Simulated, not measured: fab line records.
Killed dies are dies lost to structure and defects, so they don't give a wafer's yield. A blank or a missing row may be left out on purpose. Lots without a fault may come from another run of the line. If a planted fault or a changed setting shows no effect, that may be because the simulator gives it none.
fab line records	flow nand_harc
record: lots: 6	wafers: 18	last_day: 24
route steps=1159 shown P_CONTACT@219 END@1159
lots untouched by any fault: they come from a run of this same line in which no faults occurred
start_h: the number of hours between the record's first day and the start of the first shown wafer of the lot	wait_h: hours from the lot's prior step to this one	" repeats the value in the row above	L1.1+2: several wafers, shown together as one row	- either no value or no given start	* or withheld: withheld	< > ~ a bound
route shown NAME@n: names a module that has steps shown in the file, with the first one's number in the route	usual: mean and standard deviation over wafers with no fault	same: alike in all rows	chamber/n: place in a boat	sites: readings site by site	_std_site: how widely they spread, as a standard deviation	_edge_site: outer sites' mean less inner sites'	radius_mm: how far each site lies from the wafer's centre	mask NAME#n: copy n	behind: the most recent tool/chamber to have shaped the wafer	hold: cause of the lot's hold/its duration in hours/its outcome	device: the transistor (n, p or np) that didn't switch	end of line: tests of these same wafers at the route's end	where a step has no rows: the recipe by itself	killed: dies lost to structure and defects at the first sort, not the wafer's yield	map: a wafer's dies, x killed, . not, _ none there
set.NAME: setting as actually run; set.NAME@STEP: the setting as run at that earlier step	model.NAME: the simulator's own value behind a step, which no gauge read
lots seen at some steps along the route; tables by step, rows by wafer
services: the hour from which a tool's chamber was out of use, counted from the record's first day as start_h (under 0 if before that day), plus the number of hours and why
== steps ==
step: NHARC_P_CONTACT_CMP_01
recipe: target_thk_nm: 200	material: SiO2
usual: motor_current_A: 12.0/0.92
lot.wafer	tool	chamber	start_h	wait_h	motor_current_A
L794.4	cmp-01	1	148.49	-	10.7
L794.3	"	2	"	"	10.5
L794.2	"	3	"	"	13.6
L796.1	cmp-01	3	159.49	-	12.8
L796.2	"	0	"	"	11.5
L796.5	"	3	"	"	13.3
L802.4	cmp-02	1	202.54	-	11.8
L802.2	"	2	"	"	11.7
L802.5	"	1	"	"	11.9
L808.2	cmp-03	0	221.77	-	11.8
L808.4	"	3	"	"	11.8
L808.6	"	1	"	"	10.8
L805.3	cmp-02	1	221.95	-	11.2
L805.2	"	2	"	"	11.5
L805.1	"	0	"	"	13.7
L811.1	cmp-02	0	244.75	-	13.1
L811.4	"	1	"	"	11.2
L811.5	"	0	"	"	13.7
step: NHARC_P_CONTACT_SRD_03
step: NHARC_P_CONTACT_DEHYDRATE_04
recipe: temp_c: 150	time_s: 120
step: NHARC_P_CONTACT_HMDS_05
recipe: time_s: 30
step: NHARC_P_CONTACT_COAT_33
recipe: temp_c: 260	time_s: 75
step: NHARC_P_CONTACT_COAT_34
recipe: temp_c: 225	time_s: 65
step: NHARC_P_CONTACT_COAT_06
recipe: spin_rpm: 1500	resist_thk_nm: 90
step: NHARC_P_CONTACT_SOFTBAKE_07
recipe: temp_c: 105	time_s: 55
step: NHARC_P_CONTACT_EBR_08
step: NHARC_P_CONTACT_EXPOSE_09
recipe: na: 1.35	target_cd_nm: 90	dose_mj: 81.26	mask_id: P_CA
step: NHARC_P_CONTACT_PEB_10
recipe: peb_temp_c: 100	peb_time_s: 65
step: NHARC_P_CONTACT_DEVELOP_11
recipe: develop_time_s: 35	dev_temp_c: 23
usual: developer_temp_C: 22.97/0.13
lot.wafer	tool	chamber	start_h	wait_h	developer_temp_C
L794.2	litho_track-06	0	149	-	22.86
L794.3	"	0	"	"	22.85
L794.4	"	0	"	"	22.95
L796.1	litho_track-06	0	160	-	22.93
L796.2	"	0	"	"	22.88
L796.5	"	0	"	"	22.98
L802.2	litho_track-01	0	203	-	22.70
L802.4	"	0	"	"	22.86
L802.5	"	0	"	"	22.82
L808.2	litho_track-06	0	222	-	23.05
L808.4	"	0	"	"	23.10
L808.6	"	0	"	"	23.00
L805.1	litho_track-06	0	222	-	22.86
L805.2	"	0	"	"	23.05
L805.3	"	0	"	"	22.97
L811.1	litho_track-01	0	245	-	23.01
L811.4	"	0	"	"	22.93
L811.5	"	0	"	"	22.89
step: NHARC_P_CONTACT_CD_MEAS_12
recipe: target_cd_nm: 90	landing_energy_ev: 500
usual: cd_nm: 89.9/0.52
lot.wafer	tool	chamber	start_h	wait_h	cd_nm
L794.2	cd_sem-01	0	149.32	-	89.7
L794.3	"	0	"	"	89.4
L794.4	"	0	"	"	89.6
L796.1	cd_sem-01	0	160.30	-	89.5
L796.2	"	0	"	"	89.9
L796.5	"	0	"	"	90.5
L802.2	cd_sem-02	0	203.35	-	90.3
L802.4	"	0	"	"	90.9
L802.5	"	0	"	"	90.1
L808.2	cd_sem-01	0	222.47	-	91.0
L808.4	"	0	"	"	91.1
L808.6	"	0	"	"	91.1
L805.1	cd_sem-02	0	222.80	-	90.4
L805.2	"	0	"	"	90.3
L805.3	"	0	"	"	90.7
L811.1	cd_sem-03	0	245.43	-	90.4
L811.4	"	0	"	"	90.6
L811.5	"	0	"	"	90.6
step: NHARC_P_CONTACT_OVL_MEAS_13
usual: overlay_x_nm: 0.0/0.81	overlay_y_nm: -0.2/0.89
lot.wafer	tool	chamber	start_h	wait_h	overlay_x_nm	overlay_y_nm
L794.2	overlay-01	-	149.41	-	1.1	1.4
L794.3	"	-	"	"	0.9	0.7
L794.4	"	-	"	"	1.5	0.5
L796.1	overlay-01	-	160.38	-	-0.4	-0.8
L796.2	"	-	"	"	-0.3	-1.2
L796.5	"	-	"	"	-0.4	-0.9
L802.2	overlay-02	-	203.43	-	-0.6	-0.6
L802.4	"	-	"	"	-0.2	-0.7
L802.5	"	-	"	"	0.1	-1.6
L808.2	overlay-02	-	222.57	-	-1.1	0.0
L808.4	"	-	"	"	-0.6	0.0
L808.6	"	-	"	"	-0.4	-0.3
L805.1	overlay-01	-	222.89	-	0.2	-0.3
L805.2	"	-	"	"	-0.2	-0.7
L805.3	"	-	"	"	0.4	-1.2
L811.1	overlay-01	-	245.52	-	0.0	0.4
L811.4	"	-	"	"	-0.1	1.3
L811.5	"	-	"	"	0.0	0.6
step: NHARC_P_CONTACT_INSPECT_14
usual: raw_defect_count: 3.7/2
lot.wafer	tool	chamber	start_h	wait_h	raw_defect_count
L794.2	defect_inspect-02	-	149.45	0.0	6
L794.3	"	-	"	"	5
L794.4	"	-	"	"	7
L796.1	defect_inspect-02	-	160.42	0.0	4
L796.2	"	-	"	"	4
L796.5	"	-	"	"	4
L802.2	defect_inspect-02	-	203.47	0.0	1
L802.4	"	-	"	"	1
L802.5	"	-	"	"	5
L808.2	defect_inspect-01	-	222.61	0.0	3
L808.4	"	-	"	"	5
L808.6	"	-	"	"	3
L805.1	defect_inspect-01	-	222.93	0.0	6
L805.2	"	-	"	"	4
L805.3	"	-	"	"	3
L811.1	defect_inspect-01	-	245.58	0.1	2
L811.4	"	-	"	"	3
L811.5	"	-	"	"	4
step: NHARC_P_CONTACT_DESCUM_17
recipe: time_s: 3	o2_flow_sccm: 200	ar_flow_sccm: 0	bias_power_w: 0	chemistry: O2
usual: drypump_motor_current_A: 5.9/0.44	oes_product_au: 1.001/0.0062	rf_vpp_V: 57.8/0.88	showerhead_plenum_p_Torr: 1.91/0.091	throttle_valve_pct: 11.312/0.008
same: bias_power_w: 0
lot.wafer	tool	chamber	start_h	wait_h	drypump_motor_current_A	oes_product_au	rf_hours_counter_h	rf_vpp_V	showerhead_plenum_p_Torr	throttle_valve_pct	model.P_CONTACT.cd_nm
L794.3	rie_diel-05	0	149.51	0.1	5.8	1.001	16	57.5	1.88	11.311	89.4
L794.2	"	2	"	"	6.2	1.005	13	59.4	1.94	11.308	90.18
L794.4	"	3	"	"	6.3	1.000	14	58.4	1.99	11.310	90.24
L796.1	rie_diel-13	1	160.48	0.1	5.7	1.010	2	58.5	2.00	11.313	89.54
L796.2	"	0	"	"	6.5	1.001	6	57.9	2.05	11.313	90.06
L796.5	"	1	"	"	5.7	1.004	-	58.0	2.00	11.305	90.13
L802.4	rie_diel-05	0	203.53	0.1	5.8	1.004	2	56.7	1.88	11.290	91
L802.2	"	2	"	"	6.2	1.011	1	57.5	1.94	11.310	90.22
L802.5	"	0	"	"	5.8	0.999	-	56.5	1.88	11.309	90.67
L808.2	rie_diel-13	3	222.68	0.1	5.2	0.995	12	59.0	1.87	11.301	90.68
L808.4	"	1	"	"	5.7	1.001	9	59.4	2.00	11.317	91.13
L808.6	"	2	"	"	5.6	1.009	-	57.8	1.80	11.312	90.61
L805.2	rie_diel-05	0	223.00	0.1	5.8	0.992	3	58.4	1.88	11.296	90.69
L805.3	"	1	"	"	6.0	0.989	3	57.4	1.78	11.309	90.91
L805.1	"	2	"	"	6.2	1.006	3	55.5	1.94	11.304	90.03
L811.4	rie_diel-13	3	245.64	0.1	5.2	0.989	16	57.8	1.87	11.313	90.57
L811.1	"	2	"	"	5.6	0.992	17	57.8	1.80	11.304	90.36
L811.5	"	3	"	"	5.2	0.988	-	56.4	1.87	11.313	90.28
step: NHARC_P_CONTACT_ETCH_35
recipe: target_depth_a: 390	over_etch_frac: 0.3	time_s: 65	ion_energy_ev: 80	cf4_flow_sccm: 150	ar_flow_sccm: 0	rf_w: 300	bias_w: 100	chemistry: CF4
usual: cf4_flow_sccm: 150.0/0.46	drypump_motor_current_A: 5.9/0.43	oes_product_au: 1.002/0.0069	rf_fwd_power_W: 296.9/1.2	rf_vpp_V: 151.1/1.3	showerhead_plenum_p_Torr: 1.77/0.078	throttle_valve_pct: 13.285/0.0097
lot.wafer	tool	chamber	start_h	wait_h	cf4_flow_sccm	drypump_motor_current_A	oes_product_au	rf_fwd_power_W	rf_hours_counter_h	rf_vpp_V	showerhead_plenum_p_Torr	throttle_valve_pct	model.P_CONTACT.cd_nm
L794.4	rie_diel-05	1	149.60	0.1	149.8	5.9	1.007	297.2	15	150.2	1.66	13.284	90.13
L794.3	"	2	"	"	150.0	6.2	1.008	298.5	14	152.5	1.79	13.277	89.2
L794.2	"	3	"	"	150.5	6.3	1.006	295.8	14	152.6	1.83	13.278	89.58
L796.1	rie_diel-13	0	160.57	0.1	149.3	6.5	0.999	296.6	6	153.5	1.89	13.292	89.56
L796.2	"	2	"	"	149.6	5.6	1.005	296.9	6	150.6	1.68	13.262	89.93
L796.5	"	3	"	"	149.4	5.1	0.987	297.0	-	149.9	1.73	13.287	90.26
L802.2	rie_diel-05	2	203.62	0.1	150.0	6.2	0.998	298.3	1	151.9	1.79	13.294	90.05
L802.4	"	1	"	"	149.9	5.9	0.995	299.2	1	150.8	1.66	13.288	90.93
L802.5	"	3	"	"	150.1	6.3	0.996	297.7	-	152.2	1.83	13.291	90.42
L808.2	rie_diel-13	2	222.75	0.1	149.7	5.6	1.003	296.9	13	150.4	1.67	13.283	90.69
L808.4	"	1	"	"	150.1	5.7	0.995	297.7	9	152.9	1.84	13.299	90.89
L808.6	"	3	"	"	149.7	5.2	1.003	297.9	-	151.9	1.73	13.273	90.62
L805.1	rie_diel-05	1	223.08	0.1	150.3	5.9	1.008	297.3	3	149.9	1.66	13.274	90.05
L805.3	"	2	"	"	149.7	6.2	1.013	299.0	3	150.7	1.79	13.292	90.6
L805.2	"	3	"	"	149.9	6.4	1.001	297.6	3	152.2	1.83	13.287	90.44
L811.1	rie_diel-13	0	245.72	0.1	150.7	6.5	1.007	294.8	15	153.6	1.89	13.280	90.47
L811.4	"	3	"	"	150.2	5.2	1.006	296.3	16	151.1	1.73	13.278	90.6
L811.5	"	0	"	"	150.6	6.5	0.998	294.6	-	152.5	1.89	13.281	90.26
step: NHARC_P_CONTACT_ETCH_36
recipe: target_depth_a: 2600	over_etch_frac: 0.25	time_s: 406.25	ion_energy_ev: 200	n2_flow_sccm: 150	h2_flow_sccm: 150	ar_flow_sccm: 0	rf_w: 400	bias_w: 150	chemistry: N2/H2
usual: drypump_motor_current_A: 5.9/0.43	oes_product_au: 1.000/0.0073	rf_fwd_power_W: 399.2/1.3	rf_vpp_V: 430.3/2.8	showerhead_plenum_p_Torr: 2.03/0.098	throttle_valve_pct: 14.171/0.0095
lot.wafer	tool	chamber	start_h	wait_h	drypump_motor_current_A	oes_product_au	rf_fwd_power_W	rf_hours_counter_h	rf_vpp_V	showerhead_plenum_p_Torr	throttle_valve_pct
L794.3	rie_diel-05	1	-	-	5.9	1.000	399.7	15	426.6	1.90	14.151
L794.4	"	2	"	"	6.2	1.001	397.7	14	430.8	2.07	14.185
L794.2	"	0	"	"	5.8	0.995	398.4	16	430.0	2.00	14.166
L796.2	rie_diel-13	0	-	-	6.5	1.003	398.4	6	434.2	2.19	14.180
L796.1	"	1	"	"	5.7	1.009	399.3	2	434.6	2.14	14.181
L796.5	"	2	"	"	5.5	0.999	399.3	-	427.0	1.92	14.167
L802.4	rie_diel-05	2	-	-	6.2	1.002	399.9	1	430.3	2.06	14.177
L802.2	"	1	"	"	5.9	0.985	397.8	1	425.8	1.90	14.179
L802.5	"	2	"	"	6.2	1.002	400.7	-	431.4	2.06	14.162
L808.4	rie_diel-13	3	-	-	5.1	0.983	398.6	12	430.7	1.99	14.163
L808.2	"	2	"	"	5.6	1.003	402.5	13	427.0	1.92	14.174
L808.6	"	0	"	"	6.5	1.014	397.1	-	434.9	2.19	14.174
L805.3	rie_diel-05	1	-	-	5.9	0.991	399.6	3	426.7	1.90	14.172
L805.2	"	2	"	"	6.2	0.990	400.0	3	433.5	2.06	14.158
L805.1	"	0	"	"	5.8	0.987	397.5	3	430.1	2.00	14.169
L811.1	rie_diel-13	1	-	-	5.7	1.000	400.3	12	433.1	2.13	14.174
L811.4	"	2	"	"	5.6	0.997	400.3	17	426.1	1.92	14.175
L811.5	"	0	"	"	6.5	1.002	397.6	-	435.4	2.19	14.177
step: NHARC_END_SORT_01
recipe: temp_c: 25
usual: killed_at_array: 29/11	killed_at_other: 0.6/0.92	killed_at_periphery: 3.2/2	killed_dies: 33/11	killed_open: 3.2/2	killed_short: 1.9/1.5
same: gross_dies: 677
lot.wafer	tool	chamber	start_h	wait_h	killed_at_array	killed_at_other	killed_at_periphery	killed_dies	killed_open	killed_short
L805.1	prober-01	0	546.02	2.5	29	0	3	32	1	0
L805.2	prober-01	0	546.82	2.8	48	0	1	49	1	2
L805.3	prober-01	0	547.63	3.1	28	0	1	29	3	2
killed by level:class
L805.1 A_SLIT:chamber_film_flake=9 A_CHANNEL_HOLE_D1:chamber_film_flake=6 A_STAIRCASE:chamber_film_flake=6 A_CONTACT:chamber_film_flake=6 P_GATE:chamber_film_flake=2 A_CONTACT:geometric_particle:open=1 P_STI:chamber_film_flake=1 A_CHANNEL_FILL_D1:chamber_film_flake=1
L805.2 A_SLIT:chamber_film_flake=25 A_CONTACT:chamber_film_flake=8 A_CHANNEL_HOLE_D1:chamber_film_flake=6 A_STAIRCASE:chamber_film_flake=3 A_WL_FILL:geometric_particle:short=1 A_CONTACT:geometric_particle:open=1 A_M0:geometric_particle:short=1 P_GATE:chamber_film_flake=1
L805.3 A_SLIT:chamber_film_flake=12 A_CHANNEL_HOLE_D1:chamber_film_flake=7 A_STAIRCASE:chamber_film_flake=2 P_CONTACT:geometric_particle:open=1 A_WL_FILL:geometric_particle:short=1 A_BLC:geometric_particle:open=1 A_M0:geometric_particle:open=1 A_M0:geometric_particle:short=1
== services ==
tool	chamber	start_h	hours	kind
cmp-02	-	128.62	4.0	pm
rie_diel-13	0	132.73	-	clean
rie_diel-13	1	132.73	-	clean
rie_diel-13	2	132.73	-	clean
rie_diel-13	3	132.73	-	clean
rie_diel-05	2	135.39	7.6	repair
rie_diel-05	0	142.60	-	clean
rie_diel-05	1	142.60	-	clean
rie_diel-05	3	142.60	-	clean
cmp-03	-	144.40	4.6	repair
cmp-03	-	156.00	4.0	pm
rie_diel-05	-	163.60	9.0	pm
rie_diel-05	1	176.99	9.2	repair
cmp-01	-	179.53	4.0	pm
cmp-02	-	180.92	0.7	repair
rie_diel-05	2	182.17	5.1	repair
cmp-03	-	188.12	2.5	repair
cmp-01	-	200.08	2.4	repair
cmp-02	-	217.90	1.2	repair
cmp-01	-	218.23	1.0	repair
cmp-01	-	222.95	3.0	repair
cmp-02	-	226.62	4.0	pm
rie_diel-05	3	242.26	20.0	repair
cmp-03	-	244.09	1.8	repair
== key ==
first_sign: step: NHARC_P_CONTACT_CD_MEAS_12	reading: cd_nm	direction: up	sigmas: 1.8	usual: 89.9	struck: 90.8
effect none on later readings
model_effect: step: NHARC_P_CONTACT_DESCUM_17	value: P_CONTACT.cd_nm	without: 89.76	struck: 90.68
model_effect: step: NHARC_P_CONTACT_ETCH_35	value: P_CONTACT.cd_nm	without: 89.63	struck: 90.55
met_at NHARC_P_CONTACT_DEVELOP_11
struck_wafers L805.1,L805.2,L805.3,L808.2,L808.4,L808.6
tester_left_out L805,L808
onset_between 160 222
fault: kind: process_parameter_drift	tool: litho_track-06	chamber: -	onset_h: 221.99	steps: NHARC_P_CONTACT_DEVELOP_11	channel: develop_time_s	offset: *	shape: step	end_h: 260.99	acts_in: *	stated: *
tester_left_out: of these lots the tester's yield and bins aren't shown, on N5 and GAA mostly nor the transistor test; their killed dies are dies lost to structure and defects alone, not to doping, threshold or leakage, so they don't give the yield
